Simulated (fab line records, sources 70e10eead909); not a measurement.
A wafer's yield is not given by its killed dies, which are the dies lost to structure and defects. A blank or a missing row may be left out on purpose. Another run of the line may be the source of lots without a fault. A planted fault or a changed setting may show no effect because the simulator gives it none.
Matching of chambers    flow nand harc    NHARC_A_STAIRCASE_ALD_415 on ald hk-02 has 4 sister chambers
The step deposits SiO2, target thk 30 nm, pulse time 6 s, ald cycles 300. 16 wafers are shown with their chamber, then 8 later ones without.

## WAFERS WITH THEIR CHAMBER
wafer   chamber  heater power w (W)  precursor pulse height rel
L074.1  2        447                 0.983
L074.2  1        486                 0.982
L074.3  0        560                 1.005
L080.1  2        424                 1.034
L080.5  0        496                 0.958
L080.6  1        460                 1.029
L082.1  1        471                 1.003
L082.2  3        467                 1.010
L082.5  1        461                 1.007
L088.1  2        434                 1.005
L088.4  0        508                 1.027
L088.5  1        470                 0.965
L087.1  0        516                 1.002
L087.3  2        432                 1.006
L087.5  3        473                 1.048
L092.1  1        470                 1.012

SIGNATURES, as means of the wafers listed above
reading                     chamber 0  chamber 1  chamber 2  chamber 3  scatter within a chamber
heater power w              520.00     469.67     434.25     470.00     16
precursor pulse height rel  0.99800    0.99967    1.00700    1.02900    0.0244
Rule: distance of a wafer from a chamber = root of the sum over the readings of ((wafer's reading minus chamber's mean) / reading's scatter) squared. The wafer belongs to the nearest chamber; if the next one is less than 2 further off, it can't be placed. The scatter: the root of (the sum of the squares of (reading less its chamber's mean) over the shown wafers, divided by (wafers less chambers)).

## WAFERS WITH NO CHAMBER GIVEN
wafer   heater power w (W)  precursor pulse height rel
L092.2  511                 0.975
L092.6  431                 0.992
L093.1  436                 0.976
L093.3  465                 1.006
L093.6  443                 0.987
L096.1  459                 1.009
L096.2  469                 0.984
L096.6  448                 1.009

## WHICH CHAMBER EACH WENT THROUGH
wafer   from the rows above           in truth
L092.2  can't be placed: 0 or 1       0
L092.6  can't be placed: 2 or 1       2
L093.1  can't be placed: 2 or 1 or 3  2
L093.3  can't be placed: 1 or 3 or 2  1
L093.6  can't be placed: 2 or 1 or 3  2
L096.1  can't be placed: 1 or 3 or 2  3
L096.2  can't be placed: 1 or 3 or 2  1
L096.6  can't be placed: 2 or 1 or 3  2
Placed correctly: 0 of 8. Unplaceable from these rows: 8, with the true chamber sitting among the candidates in 8. 0 placed wrongly.
